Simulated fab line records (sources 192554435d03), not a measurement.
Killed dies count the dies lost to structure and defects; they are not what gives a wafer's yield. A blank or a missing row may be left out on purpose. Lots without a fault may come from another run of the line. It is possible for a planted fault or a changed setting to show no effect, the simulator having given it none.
fab line records	flow n5-finfet
[record] lots = 4	wafers = 12	last-day = 17
route steps=1938 shown BEOL_M2@879 BEOL_M4@1111 PASSIVATION@1936
lots that met no fault: from a run of the same line without faults
start-h: hours from the record's first day to the start of the lot's first wafer shown	wait-h: hours from the lot's prior step to this one	" same as the row above	L1.1+2: a single row standing in for several wafers	- either no value or no given start	* or withheld: withheld	< > ~ a bound
route shown NAME@n: a module of which the file shows steps, and the number in the route of the first	usual: mean/standard deviation taken from wafers without a fault	same: alike in all rows	chamber/n: place in a boat	sites: each site's reading	_std_site: how widely they spread, as a standard deviation	_edge_site: the outer-site mean with the inner-site mean subtracted	radius-mm: how far each site lies from the wafer's centre	mask NAME#n: copy n	behind: the most recent tool/chamber to have shaped the wafer	hold: cause of the lot's hold/its duration in hours/its outcome	device: whichever transistor did not switch (one of n, p or np)	end of line: at the end of the route, the tests of the same wafers	where a step has no rows: the recipe by itself	killed: at the first sort, the dies lost to defects and structure; wafer yield is something else	map: dies across one wafer; x = killed, . = not, _ = none there
set.NAME: the setting that was run; set.NAME@STEP: the one run at that earlier step	model.NAME: the simulator's own value behind a step, which no gauge read
lots at some steps of the route; a table a step, a row a wafer
services: when a tool's chamber went out of use (start-h, in hours from the record's first day, below 0 if earlier), for how many hours, and the reason
[[steps]]
[step N5_BEOL_M2_DESCUM_33]
[recipe] chemistry = O2	time-s = 7	source-power-w = 50	bias-power-w = 20	pressure-mtorr = 20	rf-frequency-hz = 2.712e+07	temp-c = 40	resist = CAR-EUV	o2-flow-sccm = 225
[step N5_BEOL_M2_ETCH_77]
[recipe] chemistry = N2/H2	target = underlayer	target-depth-a = 65	mask-material = CAR-EUV	time-s = 5.2	ion-energy-ev = 200	pressure-mtorr = 30	source-w = 840	bias-w = 150	n2-flow-sccm = 200	h2-flow-sccm = 200	ends = cleared
[step N5_BEOL_M2_ETCH_69]
[recipe] chemistry = CF4	target = SiARC	target-depth-a = 156	mask-material = CAR-EUV	time-s = 26	ion-energy-ev = 80	pressure-mtorr = 40	source-w = 545	bias-w = 36	Ar_flow_sccm = 100	cf4-flow-sccm = 100	ends = cleared
[step N5_BEOL_M2_ALD_98]
[recipe] material = SiO2	target-thk-a = 25	temp-c = 100	ald-precursor-family = BDEAS	ald-co-reactant = O2-plasma	pulse-time-s = 1	co-reactant-pulse-time-s = 1	purge-time-s = 2	co-reactant-purge-time-s = 2	ald-cycles = 17	pressure-torr = 2
[step N5_BEOL_M2_ETCHBACK_99]
[recipe] chemistry = CHF3	target = SiO2	target-depth-a = 50	time-s = 10.4	source-w = 215	bias-w = 47	Ar_flow_sccm = 200	CHF3_flow_sccm = 12	ion-energy-ev = 100	pressure-mtorr = 30
[step N5_BEOL_M2_ETCH_70]
[recipe] chemistry = N2/H2	target = SOC	target-depth-a = 800	overetch-a = 240	mask-material = SiARC	temp-c = 40	time-s = 130	ion-energy-ev = 200	pressure-mtorr = 30	source-w = 840	bias-w = 150	n2-flow-sccm = 200	h2-flow-sccm = 200
[step N5_BEOL_M2_STRIP_71]
[recipe] chemistry = N2/H2	temp-c = 40	n2-flow-sccm = 200	h2-flow-sccm = 200	rf-frequency-hz = 6e+07
[step N5_BEOL_M2_STRIP_78]
[recipe] chemistry = N2/H2	temp-c = 40	n2-flow-sccm = 200	h2-flow-sccm = 200	rf-frequency-hz = 6e+07
[step N5_BEOL_M2_VIA_ETCH_34]
[recipe] chemistry = C4F6/O2	target-depth-a = 694	mask-material = SOC	pressure-mtorr = 15	ion-energy-ev = 250	taper-deg = 4	time-s = 65.9	source-w = 350	bias-w = 170	Ar_flow_sccm = 300	C4F6_flow_sccm = 10	O2_flow_sccm = 10
[step N5_BEOL_M2_STRIP_83]
[recipe] chemistry = C4F6/O2	resist = SiARC	rf-frequency-hz = 6e+07
[step N5_BEOL_M2_STRIP_36]
[recipe] chemistry = N2/H2	power-w = 450	temp-c = 40	pressure-mtorr = 20	rf-frequency-hz = 6e+07	overash-fraction = 0.3	bias-power-w = 7	h2-frac = 0.5	n2-flow-sccm = 200	h2-flow-sccm = 200
[step N5_BEOL_M2_TRENCH_ETCH_37]
[recipe] chemistry = C4F6/O2	target-depth-a = 555.55	target = SiOC	time-s = 29.2	ion-energy-ev = 250	pressure-mtorr = 30	source-w = 355	bias-w = 185	Ar_flow_sccm = 300	C4F6_flow_sccm = 10	O2_flow_sccm = 10
[usual] bias-w = 184.9/0.57	drypump-motor-current-A = 5.7/0.52	oes-product-au = 0.83/0.1	rf-fwd-power-W = 350.4/2.1	rf-vpp-V = 659/11	showerhead-plenum-p-Torr = 2.82/0.11	throttle-valve-pct = 20.77/0.22
lot.wafer	tool	chamber	start-h	wait-h	bias-w	drypump-motor-current-A	oes-product-au	rf-fwd-power-W	rf-hours-counter-h	rf-vpp-V	showerhead-plenum-p-Torr	throttle-valve-pct	model.BEOL_M2.feature-depth-nm	model.etch.depth-nm
L695.1	rie-diel-01	3	196.27	-	185.7	6.1	0.86	286.2	23	728	2.81	20.93	52.4	52.42
L695.3	"	0	"	"	184.9	6.0	0.73	288.1	130	721	2.87	20.93	49.4	49.49
L695.4	"	2	"	"	185.2	5.1	0.91	287.7	6	746	2.79	20.31	51	51.02
L698.2	rie-diel-01	0	216.51	-	185.0	6.0	0.72	287.0	135	722	2.87	20.94	50	49.97
L698.3	"	1	"	"	185.0	6.7	0.88	280.8	18	724	2.79	20.87	52.8	52.88
L698.4	"	2	"	"	185.9	5.1	0.91	289.8	12	747	2.79	20.32	51.8	51.87
L706.1	rie-diel-01	0	268.87	-	184.7	6.0	0.76	350.6	152	652	2.86	20.97	54	54
L706.3	"	3	"	"	185.6	6.1	0.87	349.8	44	657	2.80	20.98	57.2	57.14
L706.6	"	1	"	"	185.2	6.8	0.89	346.9	-	654	2.78	20.90	57	57.03
L705.2	rie-diel-06	1	277.59	-	186.0	4.9	0.77	348.9	154	680	2.85	20.71	55	55.05
L705.3	"	3	"	"	184.9	5.3	0.86	347.2	50	657	2.78	20.47	56.8	56.77
L705.6	"	3	"	"	184.9	5.3	0.86	347.4	-	657	2.78	20.47	56.6	56.65
[step N5_BEOL_M2_ETCH_41]
[recipe] chemistry = CH3F/O2	target = SiCN	target-depth-a = 299	taper-deg = 2	time-s = 52.5	ion-energy-ev = 120	mask-material = TiN	pressure-mtorr = 30	source-w = 395	bias-w = 75	Ar_flow_sccm = 150	CH3F_flow_sccm = 30	O2_flow_sccm = 20
[step N5_BEOL_M2_STRIP_97]
[recipe] chemistry = N2/H2	time-s = 10	power-w = 450	temp-c = 40	pressure-mtorr = 20	rf-frequency-hz = 6e+07	bias-power-w = 7	n2-flow-sccm = 200	h2-flow-sccm = 200
[step N5_BEOL_M2_OCD_MEAS_38]
[usual] trench-depth-nm = 55.4/1.2
lot.wafer	tool	chamber	start-h	wait-h	trench-depth-nm
L695.1	ocd-01	-	196.43	-	52.9
L695.3	"	-	"	"	49.3
L695.4	"	-	"	"	50.7
L698.2	ocd-02	-	216.66	-	50.0
L698.3	"	-	"	"	52.8
L698.4	"	-	"	"	51.6
L706.1	ocd-02	-	269.02	-	53.8
L706.3	"	-	"	"	57.5
L706.6	"	-	"	"	57.8
L705.2	ocd-01	-	277.75	-	56.0
L705.3	"	-	"	"	56.8
L705.6	"	-	"	"	57.2
[step N5_BEOL_M2_HM_STRIP_39]
[recipe] chemistry = peroxide-tin-strip	material = TiN	target-depth-a = 250	temp-c = 50	time-s = 158
[step N5_BEOL_M2_SRD_40]
[recipe] time-s = 30	temp-c = 23	rinse-liquid = diw	dry = ipa-marangoni
[step N5_BEOL_M2_PRECLEAN_42]
[recipe] chemistry = residue-remover	time-s = 60	temp-c = 40
[step N5_BEOL_M2_SRD_43]
[recipe] time-s = 30	temp-c = 23	rinse-liquid = diw	dry = ipa-marangoni
[step N5_BEOL_M2_DEGAS_44]
[recipe] ambient = vacuum	temp-c = 250	time-s = 60
[step N5_BEOL_M2_PRE_CLEAN_45]
[recipe] gas = H2/He	time-s = 30	temp-c = 250
[step N5_BEOL_M2_ALD_84]
[recipe] material = TaN	target-thk-a = *	temp-c = 275	ald-precursor-family = PDMAT	ald-co-reactant = NH3	pressure-torr = 3	carrier-flow-sccm = 1500	pulse-time-s = 2	purge-time-s = 3	co-reactant-purge-time-s = 2	co-reactant-pulse-time-s = 3	ald-cycles = 30	precursor-vessel-temp-c = 75	precursor-vessel-pressure-torr = 26.25	precursor-vessel-carrier-sccm = 1000
[step N5_BEOL_M2_SURFACE_TREAT_85]
[recipe] gas = Ar	time-s = *	ion-energy-ev = *	ion-current-ma-cm2 = 0.5	pressure-mtorr = *	ar-flow-sccm = 30
[step N5_BEOL_M2_CVD_47]
[recipe] material = Co	target-thk-a = 30	temp-c = withheld	precursor = CCTBA/H2	pressure-torr = 30	time-s = 223.8
[step N5_BEOL_M2_SPUTTER_48]
[recipe] material = Cu	target-thk-a = 45	temp-c = -20	chamber-pressure-pa = 0.07	power-w = withheld	time-s = 8.29
[step N5_BEOL_M2_ANNEAL_49]
[recipe] temp-c = 400	time-s = 240	ambient = vacuum
[step N5_BEOL_M2_SPUTTER_79]
[recipe] material = Cu	target-thk-a = 45	temp-c = -20	chamber-pressure-pa = 0.07	power-w = withheld	time-s = 8.29
[step N5_BEOL_M2_ANNEAL_80]
[recipe] temp-c = 400	time-s = 240	ambient = vacuum
[step N5_BEOL_M2_SPUTTER_81]
[recipe] material = Cu	target-thk-a = 45	temp-c = -20	chamber-pressure-pa = 0.07	power-w = withheld	time-s = 8.29
[step N5_BEOL_M2_ANNEAL_82]
[recipe] temp-c = 400	time-s = 240	ambient = vacuum
[step N5_BEOL_M2_SPUTTER_86]
[recipe] material = Cu	target-thk-a = 45	temp-c = -20	chamber-pressure-pa = 0.07	power-w = withheld	time-s = 8.29
[step N5_BEOL_M2_ANNEAL_87]
[recipe] temp-c = 400	time-s = 240	ambient = vacuum
[step N5_BEOL_M2_SPUTTER_88]
[recipe] material = Cu	target-thk-a = 45	temp-c = -20	chamber-pressure-pa = 0.07	power-w = withheld	time-s = 8.29
[step N5_BEOL_M2_ANNEAL_89]
[recipe] temp-c = 400	time-s = 240	ambient = vacuum
[step N5_BEOL_M2_SPUTTER_90]
[recipe] material = Cu	target-thk-a = 45	temp-c = -20	chamber-pressure-pa = 0.07	power-w = withheld	time-s = 8.29
[step N5_BEOL_M2_ANNEAL_91]
[recipe] temp-c = 400	time-s = 240	ambient = vacuum
[step N5_BEOL_M2_SPUTTER_92]
[recipe] material = Cu	target-thk-a = 45	temp-c = -20	chamber-pressure-pa = 0.07	power-w = withheld	time-s = 8.29
[step N5_BEOL_M2_ANNEAL_93]
[recipe] temp-c = 400	time-s = 240	ambient = vacuum
[step N5_BEOL_M2_SPUTTER_94]
[recipe] material = Cu	target-thk-a = 45	temp-c = -20	chamber-pressure-pa = 0.07	power-w = withheld	time-s = 8.29
[step N5_BEOL_M2_ANNEAL_95]
[recipe] temp-c = 400	time-s = 240	ambient = vacuum
[step N5_BEOL_M2_CMP_52]
[recipe] stop-on = SiOC	t-overpolish-s = 6.8	down-force-psi = 1	platen-rpm = 50	clearing-platen-down-force-psi = 1.5	clearing-platen-rpm = 50	post-cmp-clean = cu-alkaline	target-thk-nm = 40	clearing-platen-pad-velocity-m-s = 0.99484	pad-velocity-m-s = 0.99484
[usual] barrier-field-endpoint-s = 24.8/0.59	motor-current-A = 5.9/0.53	overpolish-run-s = 6.798/0.0097	time-to-endpoint-s = 62/3
lot.wafer	tool	chamber	start-h	wait-h	barrier-field-endpoint-s	motor-current-A	overpolish-run-s	time-to-endpoint-s	model.Cu_of_BEOL_M2_ECD_50.thk-nm
L695.1	cmp-04	1	201.90	0.5	25.9	4.9	6.782	66	39
L695.4	"	2	"	"	26.1	5.8	6.809	62	37.2
L695.3	"	3	"	"	26.2	6.6	6.788	67	34.8
L698.3	cmp-04	3	219.92	0.2	25.1	6.2	6.801	66	38.4
L698.2	"	0	"	"	25.1	6.2	6.810	67	35.8
L698.4	"	1	"	"	25.9	4.8	6.812	68	38.2
L706.1	cmp-03	3	274.07	0.3	24.2	5.9	6.796	60	38.6
L706.3	"	2	"	"	24.6	6.7	6.784	61	41.8
L706.6	"	0	"	"	25.2	5.0	6.799	63	40.4
L705.3	cmp-04	3	281.04	0.2	24.0	6.8	6.801	57	40
L705.2	"	0	"	"	23.8	6.4	6.806	60	39.8
L705.6	"	1	"	"	25.4	5.1	6.786	60	40.8
[step N5_BEOL_M4_RC_MEAS_101]
[usual] DIBL_N = 36.2/1.6	DIBL_P = 36.1/2	IOFF_N = 0.16/0.032	IOFF_P = 0.22/0.036	ION_N = 672/11	ION_P = 463/7.5	SS_N = 71.4/0.58	SS_P = 73.2/0.67	VT_N = 250/3.3	VT_P = -250/3.3
lot.wafer	tool	chamber	start-h	wait-h	DIBL_N[mV/V]	DIBL_P[mV/V]	IOFF_N[nA/um]	IOFF_P[nA/um]	ION_N[uA/um]	ION_P[uA/um]	SS_N[mV/dec]	SS_P[mV/dec]	VT_N[mV]	VT_P[mV]
L695.1	prober-02	0	224.54	0.0	37.1	38.6	0.16	0.26	656	467	71.9	73.2	249	-246
L695.3	"	0	"	"	38.7	39.4	0.18	0.27	671	465	71.2	73.7	249	-245
L695.4	"	0	"	"	39.2	39.8	0.20	0.29	674	468	71.9	74.0	247	-245
L698.2	prober-02	0	247.13	0.2	34.8	35.3	0.16	0.23	689	477	70.9	72.6	246	-245
L698.3	"	0	"	"	37.3	37.4	0.20	0.27	690	472	71.5	74.3	248	-245
L698.4	"	0	"	"	38.0	37.1	0.20	0.25	686	471	71.9	73.0	246	-246
L706.1	prober-02	0	305.07	0.0	39.0	37.3	0.18	0.24	677	469	70.9	73.5	249	-248
L706.3	"	0	"	"	35.9	33.6	0.13	0.19	650	451	70.3	72.7	251	-251
L706.6	"	0	"	"	38.1	35.7	0.16	0.22	671	464	70.6	72.6	248	-248
L705.2	prober-02	0	317.48	0.2	39.6	37.8	0.25	0.23	679	459	73.6	73.9	245	-249
L705.3	"	0	"	"	38.6	37.9	0.20	0.24	666	453	72.5	74.0	249	-250
L705.6	"	0	"	"	37.0	36.2	0.18	0.20	673	454	72.5	73.8	246	-253
[step N5_PASSIVATION_PROBE_49]
[usual] defect-limited-yield = 91.4/1.3	killed_at_M0_to_M3 = 34/10	killed_at_M4_up = 14/5.6	killed-at-contacts = 13/5.9	killed-at-front-end = 37/9.9	killed-at-other = 3.5/2.8	killed-dies = 101/15	killed-open = 67/12	killed-short = 32/6.6	sort_bin_5_function = 5.0/0.81	sort_bin_6_memory = 3.2/0.66	sort-n-pass = 1079/15	sort-yield-pct = 91.4/1.3
[same] gross-dies = 1180	killed-at-back-side = 0	sort_bin_4_leakage[%] = 0	sort_bin_8_speed[%] = 0
lot.wafer	tool	chamber	start-h	wait-h	defect-limited-yield[%]	killed_at_M0_to_M3	killed_at_M4_up	killed-at-contacts	killed-at-front-end	killed-at-other	killed-dies	killed-open	killed-short	sort_bin_5_function[%]	sort_bin_6_memory[%]	sort-n-pass	sort-yield-pct[%]
L695.1	prober-01	-	336.79	0.0	92.0	26	13	15	40	0	94	59	35	5.3	2.5	1086	92.0
L695.4	prober-01	-	336.94	0.2	90.3	17	10	17	67	3	114	66	40	6.1	2.5	1066	90.3
L698.2	prober-01	-	352.92	0.1	93.2	13	11	16	38	2	80	63	16	3.6	3.0	1100	93.2
L698.3	prober-01	-	352.97	0.1	93.3	25	19	4	28	3	79	58	19	4.5	1.9	1101	93.3
L698.4	prober-01	-	353.02	0.2	92.5	20	16	10	38	5	89	60	26	5.0	2.3	1091	92.5
// killed by level:class
L695.1 MOL_CONTACT_COAG:geometric-particle:open=11 FIN_SAQP:geometric-particle:short=8 FIN_SAQP:geometric-particle:open=7 BEOL_M3:geometric-particle:open=7 BEOL_M4:geometric-particle:open=7 STARTING-WAFER:geometric-particle:open=5 GATE_CUT:geometric-particle:short=4 MOL_CONTACT_COAG:geometric-particle:short=4
L695.4 STI_FIN_REVEAL:geometric-particle:open=12 MOL_CONTACT_COAG:geometric-particle:open=12 GATE_CUT:geometric-particle:short=10 DUMMY_GATE:geometric-particle:open=9 HKMG_FIN:area-etch=8 FIN_SAQP:geometric-particle:open=6 STARTING-WAFER:geometric-particle:open=6 MOL_CONTACT_COAG:geometric-particle:short=5
L698.2 MOL_CONTACT_COAG:geometric-particle:open=16 STI_FIN_REVEAL:geometric-particle:open=16 BEOL_M4:geometric-particle:open=7 FIN_SAQP:geometric-particle:short=5 FIN_SAQP:geometric-particle:open=5 STI_FIN_REVEAL:geometric-particle:short=4 BEOL_M3:geometric-particle:open=4 DUMMY_GATE:geometric-particle:open=2
L698.3 BEOL_M0_SAQP:geometric-particle:open=13 BEOL_M5:geometric-particle:open=11 FIN_SAQP:geometric-particle:open=7 FIN_SAQP:geometric-particle:short=6 STI_FIN_REVEAL:geometric-particle:open=5 MOL_CONTACT_COAG:geometric-particle:open=4 BEOL_M0_SAQP:geometric-particle:short=4 BEOL_M0:geometric-particle:open=4
L698.4 FIN_SAQP:geometric-particle:open=15 MOL_CONTACT_COAG:geometric-particle:open=8 FIN_SAQP:geometric-particle:short=7 BEOL_M5:geometric-particle:open=6 BEOL_M3:geometric-particle:open=5 BEOL_M4:geometric-particle:open=5 BEOL_M1:geometric-particle:open=3 BEOL_M2:geometric-particle:open=3
[[services]]
tool	chamber	start-h	hours	kind
cmp-03	-	172.74	4.8	pm
cmp-04	-	182.93	1.8	repair
cmp-03	-	183.59	6.1	repair
cmp-04	-	188.59	1.0	repair
cmp-04	-	197.14	0.6	repair
cmp-03	-	208.71	0.5	repair
rie-diel-06	2	212.80	6.6	repair
rie-diel-01	0	231.78	6.0	repair
cmp-04	-	235.74	4.0	pm
cmp-04	-	239.74	-	consumable-replace:conditioner
cmp-04	-	239.74	-	consumable-replace:pad
[[key]]
[first-sign] step = N5_BEOL_M2_TRENCH_ETCH_37	reading = rf-fwd-power-W	direction = down	sigmas = 31	usual = *	struck = *
[effect] step = N5_BEOL_M2_TRENCH_ETCH_37	reading = rf-vpp-V	direction = up	sigmas = 6.6	usual = 659	struck = 731
[effect] step = N5_BEOL_M2_OCD_MEAS_38	reading = trench-depth-nm	direction = down	sigmas = 3.6	usual = 55.4	struck = 51.2
[model-effect] step = N5_BEOL_M2_TRENCH_ETCH_37	value = BEOL_M2.feature-depth-nm	without = 55.33	struck = 51.23
[model-effect] step = N5_BEOL_M2_CMP_52	value = Cu_of_BEOL_M2_ECD_50.thk-nm	without = 41.3	struck = 37.23
met-at N5_BEOL_M2_TRENCH_ETCH_37
struck-wafers L695.1,L695.3,L695.4,L698.2,L698.3,L698.4
[fault] kind = process-parameter-drift	tool = rie-diel-01	chamber = -	onset-h = 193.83	steps = N5_BEOL_M2_TRENCH_ETCH_37	channel = source-w	offset = -63.9	shape = step	end-h = 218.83	acts-in = these-recipes-only	stated = 355
